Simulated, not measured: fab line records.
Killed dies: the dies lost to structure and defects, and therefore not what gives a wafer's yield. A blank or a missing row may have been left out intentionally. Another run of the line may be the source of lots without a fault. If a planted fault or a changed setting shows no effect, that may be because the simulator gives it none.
Which tool was responsible? || flow nand-harc || 12 lots, 36 wafers sampled, at 5 steps of a route of 1159

== WHAT EACH GAUGE READ, for each wafer ==
NHARC_A_BLC_OVL_MEAS_11.
{"lot": "L075", "measured": "day 17 16:41", "on": "overlay-02", "overlay-x-nm (nm)": "1.2 1.1 1.1"}
{"lot": "L079", "measured": "day 18 02:23", "on": "overlay-02", "overlay-x-nm (nm)": "0.7 0.8 1.1"}
{"lot": "L077", "measured": "day 18 12:32", "on": "overlay-02", "overlay-x-nm (nm)": "-1.6 -1.1 -1.4"}
{"lot": "L078", "measured": "day 18 17:34", "on": "overlay-01", "overlay-x-nm (nm)": "-1.0 -1.0 -1.0"}
{"lot": "L084", "measured": "day 19 22:40", "on": "overlay-01", "overlay-x-nm (nm)": "0.7 0.7 1.0"}
{"lot": "L085", "measured": "day 20 03:41", "on": "overlay-01", "overlay-x-nm (nm)": "0.3 0.5 0.4"}
{"lot": "L088", "measured": "day 20 12:01", "on": "overlay-02", "overlay-x-nm (nm)": "-0.3 -0.3 -0.8"}
{"lot": "L089", "measured": "day 21 01:10", "on": "overlay-01", "overlay-x-nm (nm)": "0.3 0.1 0.3"}
{"lot": "L092", "measured": "day 22 01:17", "on": "overlay-01", "overlay-x-nm (nm)": "0.5 0.3 0.8"}
{"lot": "L091", "measured": "day 22 03:50", "on": "overlay-02", "overlay-x-nm (nm)": "-0.8 -1.2 -1.7"}
{"lot": "L095", "measured": "day 22 22:57", "on": "overlay-01", "overlay-x-nm (nm)": "0.9 1.4 0.6"}
{"lot": "L097", "measured": "day 23 07:33", "on": "overlay-01", "overlay-x-nm (nm)": "1.4 1.6 1.4"}

== WHAT TOOL EACH LOT RAN ON (gives the tool, then ch and the chambers of the sampled wafers, and finally the start) ==
{"lot": "L075", "NHARC_A_CONTACT_ETCH_128": "har-cap-etch-01 ch 0,1, day 17 04:23", "NHARC_A_CONTACT_STRIP_82": "rie-diel-13 ch 0,2, day 17 11:25 or earlier", "NHARC_A_CONTACT_ETCH_88": "rie-diel-13 ch 0,1, day 17 11:25", "NHARC_A_CONTACT_ETCH_137": "har-cap-etch-02 ch 0,1, day 17 12:49"}
{"lot": "L079", "NHARC_A_CONTACT_ETCH_128": "har-cap-etch-01 ch 0,1, day 17 11:50", "NHARC_A_CONTACT_STRIP_82": "rie-diel-13 ch 0,2, day 17 16:39 or earlier", "NHARC_A_CONTACT_ETCH_88": "rie-diel-07 ch 1,2,3, day 17 16:39", "NHARC_A_CONTACT_ETCH_137": "har-cap-etch-02 ch 0,1, day 17 17:59"}
{"lot": "L077", "NHARC_A_CONTACT_ETCH_128": "har-cap-etch-01 ch 0,1, day 18 01:20", "NHARC_A_CONTACT_STRIP_82": "rie-diel-01 ch 0,2,3, day 18 07:24 or earlier", "NHARC_A_CONTACT_ETCH_88": "rie-diel-13 ch 0,1, day 18 07:24", "NHARC_A_CONTACT_ETCH_137": "har-cap-etch-02 ch 0,1, day 18 08:46"}
{"lot": "L078", "NHARC_A_CONTACT_ETCH_128": "har-cap-etch-03 ch 0,1, day 18 04:35", "NHARC_A_CONTACT_STRIP_82": "rie-diel-13 ch 0,1,2, day 18 10:14 or earlier", "NHARC_A_CONTACT_ETCH_88": "rie-diel-13 ch 1,2,3, day 18 10:14", "NHARC_A_CONTACT_ETCH_137": "har-cap-etch-03 ch 0,1, day 18 11:35"}
{"lot": "L084", "NHARC_A_CONTACT_ETCH_128": "har-cap-etch-01 ch 0,1, day 19 11:34", "NHARC_A_CONTACT_STRIP_82": "rie-diel-07 ch 1,2,3, day 19 16:10 or earlier", "NHARC_A_CONTACT_ETCH_88": "rie-diel-01 ch 0,1,3, day 19 16:10", "NHARC_A_CONTACT_ETCH_137": "har-cap-etch-02 ch 0,1, day 19 17:39"}
{"lot": "L085", "NHARC_A_CONTACT_ETCH_128": "har-cap-etch-01 ch 0,1, day 19 14:40", "NHARC_A_CONTACT_STRIP_82": "rie-diel-13 ch 0,2, day 19 21:08 or earlier", "NHARC_A_CONTACT_ETCH_88": "rie-diel-07 ch 0,2, day 19 21:08", "NHARC_A_CONTACT_ETCH_137": "har-cap-etch-01 ch 0,1, day 19 22:45"}
{"lot": "L088", "NHARC_A_CONTACT_ETCH_128": "har-cap-etch-02 ch 0,1, day 19 23:40", "NHARC_A_CONTACT_STRIP_82": "rie-diel-01 ch 2,3, day 20 06:10 or earlier", "NHARC_A_CONTACT_ETCH_88": "rie-diel-01 ch 0,3, day 20 06:10", "NHARC_A_CONTACT_ETCH_137": "har-cap-etch-03 ch 1, day 20 08:04"}
{"lot": "L089", "NHARC_A_CONTACT_ETCH_128": "har-cap-etch-02 ch 0,1, day 20 07:59", "NHARC_A_CONTACT_STRIP_82": "rie-diel-07 ch 0,3, day 20 12:50 or earlier", "NHARC_A_CONTACT_ETCH_88": "rie-diel-13 ch 0,3, day 20 12:50", "NHARC_A_CONTACT_ETCH_137": "har-cap-etch-02 ch 0,1, day 20 14:11"}
{"lot": "L092", "NHARC_A_CONTACT_ETCH_128": "har-cap-etch-01 ch 0,1, day 21 10:54", "NHARC_A_CONTACT_STRIP_82": "rie-diel-07 ch 1,2,3, day 21 16:22 or earlier", "NHARC_A_CONTACT_ETCH_88": "rie-diel-13 ch 2,3, day 21 16:22", "NHARC_A_CONTACT_ETCH_137": "har-cap-etch-03 ch 0,1, day 21 17:52"}
{"lot": "L091", "NHARC_A_CONTACT_ETCH_128": "har-cap-etch-02 ch 0,1, day 21 14:35", "NHARC_A_CONTACT_STRIP_82": "rie-diel-13 ch 0,2,3, day 21 19:50 or earlier", "NHARC_A_CONTACT_ETCH_88": "rie-diel-13 ch 0,1,3, day 21 19:50", "NHARC_A_CONTACT_ETCH_137": "har-cap-etch-01 ch 0,1, day 21 21:11"}
{"lot": "L095", "NHARC_A_CONTACT_ETCH_128": "har-cap-etch-03 ch 0,1, day 22 11:52", "NHARC_A_CONTACT_STRIP_82": "rie-diel-01 ch 0,1,2, day 22 17:08 or earlier", "NHARC_A_CONTACT_ETCH_88": "rie-diel-13 ch 0,2,3, day 22 17:08", "NHARC_A_CONTACT_ETCH_137": "har-cap-etch-02 ch 0,1, day 22 18:44"}
{"lot": "L097", "NHARC_A_CONTACT_ETCH_128": "har-cap-etch-03 ch 0,1, day 22 20:46", "NHARC_A_CONTACT_STRIP_82": "rie-diel-01 ch 0,3, day 23 01:42 or earlier", "NHARC_A_CONTACT_ETCH_88": "rie-diel-13 ch 0,2,3, day 23 01:42", "NHARC_A_CONTACT_ETCH_137": "har-cap-etch-03 ch 0,1, day 23 03:10"}
- NHARC_A_CONTACT_ETCH_128: etches the open film in C4F8/O2/Ar, time 155 s, target depth 956 nm.
- NHARC_A_CONTACT_STRIP_82: strips in O2.
- NHARC_A_CONTACT_ETCH_88: etches the open film in CF4, target depth 39 nm, time 65 s.
- NHARC_A_CONTACT_ETCH_137: etches the open film in C4F8/O2/Ar, time 132 s, target depth 1287 nm.

== THE ANSWER, worked out from the rows above alone ==
Rule: usual is defined by the lots themselves. Put in order of their means at a reading, lots are off if they are a third of the lots or fewer, leave a main group of 4 or more, and stand apart from it by a gap of 3 or more times the standard deviation of the main group's means; of several such gaps the widest counts. The tables above print the reading to a certain number of digits; a main group whose means all agree to those digits is not used. Also off: a lot with no number at a reading for which 4 or more lots have one. Where the step has rows for the other lots, those lots are counted as sound.
No lot is off on any of the readings shown, so nothing can be concluded from this.

== WHAT THE SIMULATOR PUT IN ==
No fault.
